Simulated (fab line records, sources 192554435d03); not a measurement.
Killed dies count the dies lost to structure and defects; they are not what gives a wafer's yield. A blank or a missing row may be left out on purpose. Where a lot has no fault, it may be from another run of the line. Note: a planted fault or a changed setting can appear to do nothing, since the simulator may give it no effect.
fab line records    flow n5-finfet
record: lots: 11  wafers: 33  last-day: 17
route steps=1938 shown BEOL_M2@904 BEOL_M4@1111 PASSIVATION@1936
lots untouched by any fault: they come from a run of this same line in which no faults occurred
start-h: hours from the record's opening day to when the first of the lot's shown wafers began    wait-h: hours from the lot's prior step to this one    " same as the row above    L1.1+2: a single row standing in for several wafers    - no value, or no start given    * or withheld: withheld    < > ~ a bound
route shown NAME@n: NAME is a module with steps in the file, n the number in the route of the first one    usual: the fault-free wafers' mean and standard deviation    same: alike in all rows    chamber/n: place in a boat    sites: each site's reading    _std_site: the standard deviation of these    _edge_site: outer sites' mean less inner sites'    radius-mm: how far each site lies from the wafer's centre    mask NAME#n: copy n    behind: the most recent tool/chamber to have shaped the wafer    hold: reason for holding the lot/hours on hold/outcome of the hold    device: whichever transistor did not switch (one of n, p or np)    end of line: the tests these same wafers got at the end of their route    a step with no rows: only its recipe    killed: dies that structure and defects cost at the first sort, which is not the same as the wafer's yield    map: a wafer's dies, x killed, . not, _ none there
set.NAME: the setting the step ran with; set.NAME@STEP: the setting that earlier step ran with    model.NAME: the simulator's own value behind a step, which no gauge read
one table for each step of the route and one row for each wafer, over a sample of lots
services: when a tool's chamber went out of use (start-h, in hours from the record's first day, below 0 if earlier), for how many hours, and the reason
== steps ==
step: N5_BEOL_M2_SPUTTER_48
recipe: material: Cu  target-thk-a: 45  temp-c: -20  chamber-pressure-pa: 0.07  power-w: withheld  time-s: 8.29
usual: chamber-pressure-pa: 0.06997/0.00014  chuck-gas-flow-sccm: 1.26/0.059  throttle-valve-pct: 29.8/1.3
lot.wafer  tool            chamber  start-h  wait-h  chamber-pressure-pa  chuck-gas-flow-sccm  throttle-valve-pct
L264.3     pvd-sputter-03  -        148.94   0.1     0.06997              1.20                 30.0
L264.4     "               -        "        "       0.07002              1.26                 27.8
L264.5     "               -        "        "       0.07012              1.22                 32.2
L265.2     pvd-sputter-02  -        152.33   0.1     0.06993              1.23                 29.8
L265.4     "               -        "        "       0.07007              1.28                 29.7
L265.6     "               -        "        "       0.06981              1.32                 28.3
L272.1     pvd-sputter-02  -        193.65   0.2     0.06983              1.30                 29.7
L272.2     "               -        "        "       0.06974              1.27                 29.3
L272.4     "               -        "        "       0.06981              1.21                 27.7
L273.3     pvd-sputter-01  -        193.93   0.1     0.07013              1.25                 31.1
L273.5     "               -        "        "       0.06983              1.36                 31.2
L273.6     "               -        "        "       0.06988              1.24                 28.4
L274.2     pvd-sputter-01  -        204.46   0.1     0.07                 1.27                 28.3
L274.4     "               -        "        "       0.0702               1.32                 28.9
L274.6     "               -        "        "       0.06986              1.19                 31.1
L275.1     pvd-sputter-01  -        206.54   0.1     0.06992              1.15                 30.3
L275.2     "               -        "        "       0.07011              1.20                 28.6
L275.4     "               -        "        "       0.06995              1.21                 31.1
L278.2     pvd-sputter-01  -        237.83   0.1     0.0702               1.22                 30.4
L278.3     "               -        "        "       0.06991              1.20                 31.2
L278.6     "               -        "        "       0.06993              1.21                 29.3
L281.1     pvd-sputter-01  -        248.69   0.1     0.0697               1.26                 29.2
L281.4     "               -        "        "       0.07004              1.19                 30.1
L281.6     "               -        "        "       0.06996              1.17                 28.5
L282.1     pvd-sputter-01  -        257.11   1.1     0.06992              1.21                 28.2
L282.4     "               -        "        "       0.06963              1.13                 29.3
L282.5     "               -        "        "       0.0699               1.28                 29.2
L283.2     pvd-sputter-02  -        259.62   0.1     0.06992              1.26                 29.2
L283.3     "               -        "        "       0.07003              1.29                 28.0
L283.4     "               -        "        "       0.06974              1.28                 30.1
L286.1     pvd-sputter-03  -        280.39   0.3     0.07011              1.27                 31.3
L286.4     "               -        "        "       0.07006              1.21                 28.0
L286.5     "               -        "        "       0.07                 1.16                 29.4
step: N5_BEOL_M2_ANNEAL_91
recipe: temp-c: 400  time-s: 240  ambient: vacuum
usual: heater-power-w: 851/85
lot.wafer  tool            chamber  start-h  wait-h  heater-power-w
L264.3     pvd-sputter-03  -        150.12   0.0     966
L264.4     "               -        "        "       755
L264.5     "               -        "        "       738
L265.2     pvd-sputter-02  -        153.51   0.0     928
L265.4     "               -        "        "       984
L265.6     "               -        "        "       795
L272.1     pvd-sputter-02  -        194.83   0.0     983
L272.2     "               -        "        "       910
L272.4     "               -        "        "       808
L273.3     pvd-sputter-01  -        195.11   0.0     918
L273.5     "               -        "        "       945
L273.6     "               -        "        "       724
L274.2     pvd-sputter-01  -        205.64   0.0     757
L274.4     "               -        "        "       808
L274.6     "               -        "        "       913
L275.1     pvd-sputter-01  -        207.72   0.0     922
L275.2     "               -        "        "       734
L275.4     "               -        "        "       909
L278.2     pvd-sputter-01  -        239.01   0.0     909
L278.3     "               -        "        "       923
L278.6     "               -        "        "       821
L281.1     pvd-sputter-01  -        249.87   0.0     817
L281.4     "               -        "        "       918
L281.6     "               -        "        "       722
L282.1     pvd-sputter-01  -        258.29   0.0     731
L282.4     "               -        "        "       810
L282.5     "               -        "        "       837
L283.2     pvd-sputter-02  -        260.95   0.0     906
L283.3     "               -        "        "       799
L283.4     "               -        "        "       945
L286.1     pvd-sputter-03  -        281.57   0.0     887
L286.4     "               -        "        "       768
L286.5     "               -        "        "       965
step: N5_BEOL_M2_SPUTTER_92
recipe: material: Cu  target-thk-a: 45  temp-c: -20  chamber-pressure-pa: 0.07  power-w: withheld  time-s: 8.29
usual: chamber-pressure-pa: 0.07001/0.00015  chuck-gas-flow-sccm: 1.27/0.055  throttle-valve-pct: 29.8/1.3
lot.wafer  tool            chamber  start-h  wait-h  chamber-pressure-pa  chuck-gas-flow-sccm  throttle-valve-pct
L264.3     pvd-sputter-03  -        150.26   0.1     0.06986              1.23                 29.8
L264.4     "               -        "        "       0.06995              1.36                 27.9
L264.5     "               -        "        "       0.06995              1.32                 32.6
L265.2     pvd-sputter-02  -        153.65   0.1     0.06964              1.26                 29.3
L265.4     "               -        "        "       0.07037              1.28                 29.8
L265.6     "               -        "        "       0.07005              1.32                 28.0
L272.1     pvd-sputter-02  -        194.97   0.1     -                    -                    -
L272.2     "               -        "        "       -                    -                    -
L272.4     "               -        "        "       -                    -                    -
L273.3     pvd-sputter-01  -        195.25   0.1     -                    -                    -
L273.5     "               -        "        "       -                    -                    -
L273.6     "               -        "        "       -                    -                    -
L274.2     pvd-sputter-01  -        205.78   0.1     -                    -                    -
L274.4     "               -        "        "       -                    -                    -
L274.6     "               -        "        "       -                    -                    -
L275.1     pvd-sputter-01  -        207.86   0.1     0.06985              1.20                 30.2
L275.2     "               -        "        "       0.07032              1.26                 28.3
L275.4     "               -        "        "       0.06981              1.31                 31.1
L278.2     pvd-sputter-01  -        239.15   0.1     0.07015              1.22                 30.2
L278.3     "               -        "        "       0.06998              1.25                 31.4
L278.6     "               -        "        "       0.06998              1.24                 29.3
L281.1     pvd-sputter-01  -        250.01   0.1     0.07005              1.26                 29.3
L281.4     "               -        "        "       0.06983              1.16                 30.4
L281.6     "               -        "        "       0.06996              1.28                 28.2
L282.1     pvd-sputter-01  -        258.43   0.1     0.07034              1.28                 28.3
L282.4     "               -        "        "       0.07001              1.18                 29.3
L282.5     "               -        "        "       0.07002              1.31                 29.2
L283.2     pvd-sputter-02  -        261.10   0.1     0.07011              1.40                 29.5
L283.3     "               -        "        "       0.0701               1.26                 27.7
L283.4     "               -        "        "       0.07007              1.26                 29.8
L286.1     pvd-sputter-03  -        281.71   0.1     0.07013              1.29                 31.0
L286.4     "               -        "        "       0.06983              1.23                 28.0
L286.5     "               -        "        "       0.07007              1.32                 29.7
step: N5_BEOL_M4_RC_MEAS_101
usual: DIBL_N: 36.3/1  DIBL_P: 36.2/1.4  IOFF_N: 0.157/0.021  IOFF_P: 0.206/0.025  ION_N: 673/9  ION_P: 461/6.4  SS_N: 71.5/0.5  SS_P: 73.2/0.47  VT_N: 249.9/2.4  VT_P: -250.6/2.9
lot.wafer  tool       chamber  start-h  wait-h  DIBL_N[mV/V]  DIBL_P[mV/V]  IOFF_N[nA/um]  IOFF_P[nA/um]  ION_N[uA/um]  ION_P[uA/um]  SS_N[mV/dec]  SS_P[mV/dec]  VT_N[mV]  VT_P[mV]
L264.3     prober-01  0        173.55   0.3     35.3          34.4          0.136          0.177          671           462           70.8          73.1          250.8     -251.1
L264.4     "          0        "        "       37.3          37.2          0.170          0.217          682           467           71.2          74.0          248.2     -250.9
L264.5     "          0        "        "       34.9          34.2          0.129          0.175          668           461           70.1          73.2          250.4     -252.8
L265.2     prober-02  0        178.17   0.2     36.3          36.9          0.150          0.209          659           457           71.7          72.9          252.3     -251.1
L265.4     "          0        "        "       35.5          36.1          0.134          0.194          657           452           71.6          73.6          255.2     -251.2
L265.6     "          0        "        "       37.9          38.2          0.171          0.225          669           461           72.7          74.3          250.0     -252.0
L272.1     prober-02  0        211.26   0.0     35.4          35.4          0.140          0.180          663           451           70.8          73.5          252.7     -250.7
L272.2     "          0        "        "       36.5          36.8          0.175          0.203          685           465           72.0          73.5          246.5     -250.9
L272.4     "          0        "        "       36.2          35.5          0.159          0.186          661           450           71.9          73.4          250.9     -254.0
L273.3     prober-02  0        215.13   0.3     35.7          34.6          0.132          0.177          668           458           71.7          72.9          250.7     -251.9
L273.5     "          0        "        "       37.5          36.7          0.153          0.205          664           458           71.8          73.6          251.9     -251.3
L273.6     "          0        "        "       35.7          34.4          0.135          0.174          659           456           71.9          72.6          251.5     -251.5
L274.2     prober-01  0        234.04   0.2     36.5          35.9          0.161          0.207          675           461           71.6          72.9          248.3     -252.3
L274.4     "          0        "        "       35.9          35.9          0.152          0.208          670           465           71.8          72.8          250.5     -248.5
L274.6     "          0        "        "       35.5          35.2          0.155          0.199          674           469           71.9          72.5          249.1     -248.3
L275.1     prober-02  0        237.13   0.0     37.0          37.4          0.161          0.206          671           460           71.6          73.0          253.7     -251.2
L275.2     "          0        "        "       37.3          37.7          0.164          0.208          668           455           72.2          73.4          250.5     -253.6
L275.4     "          0        "        "       37.2          38.3          0.170          0.222          687           462           72.1          72.6          247.8     -251.6
L278.2     prober-02  0        263.53   0.2     35.6          35.0          0.139          0.220          666           466           71.5          72.8          251.5     -247.1
L278.3     "          0        "        "       37.0          35.2          0.150          0.224          671           462           71.8          73.1          250.7     -247.0
L278.6     "          0        "        "       36.3          35.1          0.145          0.217          661           462           71.1          72.9          251.4     -247.4
L281.1     prober-01  0        271.10   0.0     37.3          38.0          0.173          0.249          690           471           72.1          73.8          249.4     -244.6
L281.4     "          0        "        "       37.6          38.4          0.181          0.255          685           480           72.4          73.7          245.4     -244.6
L281.6     "          0        "        "       36.7          36.6          0.157          0.226          674           466           72.5          72.7          247.9     -248.5
L282.1     prober-02  0        281.11   0.0     37.5          35.7          0.148          0.179          665           448           71.8          73.4          251.7     -255.2
L282.4     "          0        "        "       35.4          34.3          0.120          0.157          667           455           70.2          72.9          252.6     -255.0
L282.5     "          0        "        "       35.9          34.6          0.132          0.162          660           455           72.1          72.3          252.5     -255.7
L283.2     prober-01  0        287.29   0.8     35.8          36.5          0.162          0.227          680           469           71.4          74.0          245.4     -247.4
L283.3     "          0        "        "       34.6          35.0          0.136          0.198          670           467           71.5          72.7          251.9     -251.0
L283.4     "          0        "        "       35.3          35.7          0.152          0.210          677           468           71.4          73.7          251.6     -245.4
L286.1     prober-02  0        306.57   0.0     36.6          39.0          0.183          0.210          688           469           71.7          73.4          246.7     -247.7
L286.4     "          0        "        "       37.6          40.5          0.208          0.230          697           462           71.7          73.7          247.3     -248.8
L286.5     "          0        "        "       36.7          38.5          0.187          0.207          686           462           72.0          73.4          246.2     -249.5
step: N5_PASSIVATION_PROBE_49
usual: defect-limited-yield: 91.1/1.3  killed_at_M0_to_M3: 36/10  killed_at_M4_up: 14/4.4  killed-at-contacts: 14/5.7  killed-at-front-end: 39/9.4  killed-at-other: 2.9/2.6  killed-dies: 105/15  killed-open: 70/12  killed-short: 34/7.1  sort_bin_5_function: 5.3/0.77  sort_bin_6_memory: 3.3/0.66  sort-n-pass: 1075/15  sort-yield-pct: 91.1/1.3
same: gross-dies: 1180  killed-at-back-side: 0  sort_bin_4_leakage[%]: 0  sort_bin_8_speed[%]: 0
lot.wafer  tool       chamber  start-h  wait-h  defect-limited-yield[%]  killed_at_M0_to_M3  killed_at_M4_up  killed-at-contacts  killed-at-front-end  killed-at-other  killed-dies  killed-open  killed-short  sort_bin_5_function[%]  sort_bin_6_memory[%]  sort-n-pass  sort-yield-pct[%]
L272.1     prober-02  -        315.24   0.0     90.5                     40                  15               8                   43                   6                112          65           42            5.7                     3.6                   1068         90.5
L272.2     prober-02  -        315.29   0.1     91.3                     47                  13               8                   35                   0                103          66           31            5.5                     3.1                   1077         91.3
L272.4     prober-02  -        315.39   0.2     91.2                     46                  12               14                  28                   4                104          55           43            5.5                     2.8                   1076         91.2
L273.3     prober-02  -        318.61   0.1     91.1                     45                  13               9                   37                   1                105          74           26            6.3                     2.5                   1075         91.1
L273.5     prober-02  -        318.71   0.2     90.8                     50                  13               11                  33                   1                108          65           35            5.5                     3.3                   1072         90.8
L273.6     prober-02  -        318.76   0.3     90.2                     45                  18               14                  38                   1                116          83           26            5.7                     3.8                   1064         90.2
L274.2     prober-02  -        323.93   0.1     93.9                     26                  9                15                  21                   1                72           47           16            3.7                     2.3                   1108         93.9
L274.4     prober-02  -        324.03   0.2     92.5                     29                  14               7                   26                   12               88           54           31            4.3                     2.9                   1092         92.5
L274.6     prober-02  -        324.13   0.3     93.6                     21                  10               17                  23                   5                76           44           29            3.9                     2.2                   1104         93.6
killed by level:class
L272.1 FIN_SAQP:geometric-particle:short=12 BEOL_M4:geometric-particle:open=10 STI_FIN_REVEAL:geometric-particle:open=9 BEOL_M0_SAQP:geometric-particle:open=8 GATE_CUT:geometric-particle:short=7 BEOL_M0_SAQP:geometric-particle:short=7 BEOL_M3:geometric-particle:open=6 DUMMY_GATE:geometric-particle:open=5
L272.2 BEOL_M0_SAQP:geometric-particle:short=12 BEOL_M0_SAQP:geometric-particle:open=10 BEOL_M3:geometric-particle:open=8 STI_FIN_REVEAL:geometric-particle:open=7 BEOL_M4:geometric-particle:open=7 BEOL_M2:interface-void-opened=6 FIN_SAQP:geometric-particle:open=5 GATE_CUT:geometric-particle:short=5
L272.4 FIN_SAQP:geometric-particle:short=10 MOL_CONTACT_COAG:geometric-particle:open=10 BEOL_M3:geometric-particle:open=8 BEOL_M0_SAQP:geometric-particle:short=6 BEOL_M0_SAQP:geometric-particle:open=6 BEOL_M1:geometric-particle:open=6 BEOL_M4:geometric-particle:open=6 BEOL_M2:interface-void-opened=5
L273.3 BEOL_M1:geometric-particle:open=16 STI_FIN_REVEAL:geometric-particle:open=11 BEOL_M4:geometric-particle:open=8 MOL_CONTACT_COAG:geometric-particle:open=7 BEOL_M0_SAQP:geometric-particle:open=7 BEOL_M2:geometric-particle:open=7 FIN_SAQP:geometric-particle:short=5 DUMMY_GATE:geometric-particle:open=5
L273.5 BEOL_M0_SAQP:geometric-particle:open=11 BEOL_M0_SAQP:geometric-particle:short=10 BEOL_M1:geometric-particle:open=10 STI_FIN_REVEAL:geometric-particle:open=9 MOL_CONTACT_COAG:geometric-particle:open=8 STARTING-WAFER:geometric-particle:short=6 BEOL_M2:geometric-particle:open=6 BEOL_M2:interface-void-opened=6
L273.6 BEOL_M2:geometric-particle:open=16 MOL_CONTACT_COAG:geometric-particle:open=13 BEOL_M4:geometric-particle:open=9 STI_FIN_REVEAL:geometric-particle:open=8 GATE_CUT:geometric-particle:short=7 FIN_SAQP:geometric-particle:open=6 BEOL_M0_SAQP:geometric-particle:open=6 BEOL_M1:geometric-particle:open=6
L274.2 MOL_CONTACT_COAG:geometric-particle:open=12 BEOL_M3:geometric-particle:open=6 BEOL_M2:interface-void-opened=6 STI_FIN_REVEAL:geometric-particle:open=5 BEOL_M1:geometric-particle:open=5 DUMMY_GATE:geometric-particle:open=4 BEOL_M0_SAQP:geometric-particle:short=4 MOL_CONTACT_COAG:geometric-particle:short=3
L274.4 BEOL_M0_SAQP:geometric-particle:open=8 MOL_CONTACT_COAG:geometric-particle:open=7 FIN_SAQP:geometric-particle:open=4 DUMMY_GATE:geometric-particle:open=4 BEOL_M4:geometric-particle:short=4 BEOL_M0_SAQP:geometric-particle:short=4 BEOL_M1:geometric-particle:open=4 BEOL_M5:geometric-particle:open=4
L274.6 MOL_CONTACT_COAG:geometric-particle:open=12 BEOL_M3:geometric-particle:open=7 MOL_CONTACT_COAG:geometric-particle:short=5 FIN_SAQP:geometric-particle:short=4 ILD0:geometric-particle:short=4 BEOL_M0_SAQP:geometric-particle:short=4 BEOL_M5:geometric-particle:open=4 STARTING-WAFER:geometric-particle:open=4
== services ==
tool            chamber  start-h  hours  kind
pvd-sputter-02  -        125.20   3.7    repair
== key ==
first-sign: step: N5_BEOL_M2_SPUTTER_92  reading: tool-record  direction: missing
effect none on later readings
met-at N5_BEOL_M2_SPUTTER_92
struck-lots L272,L273,L274
not-acting-at N5_BEOL_M2_SPUTTER_48,N5_BEOL_M2_ANNEAL_91
onset-between 153.65 194.97
fault: kind: skipped-step-whole  tool: pvd-sputter-01,pvd-sputter-02  chamber: -  onset-h: 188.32  steps: N5_BEOL_M2_SPUTTER_92  scope: struck-lots-only
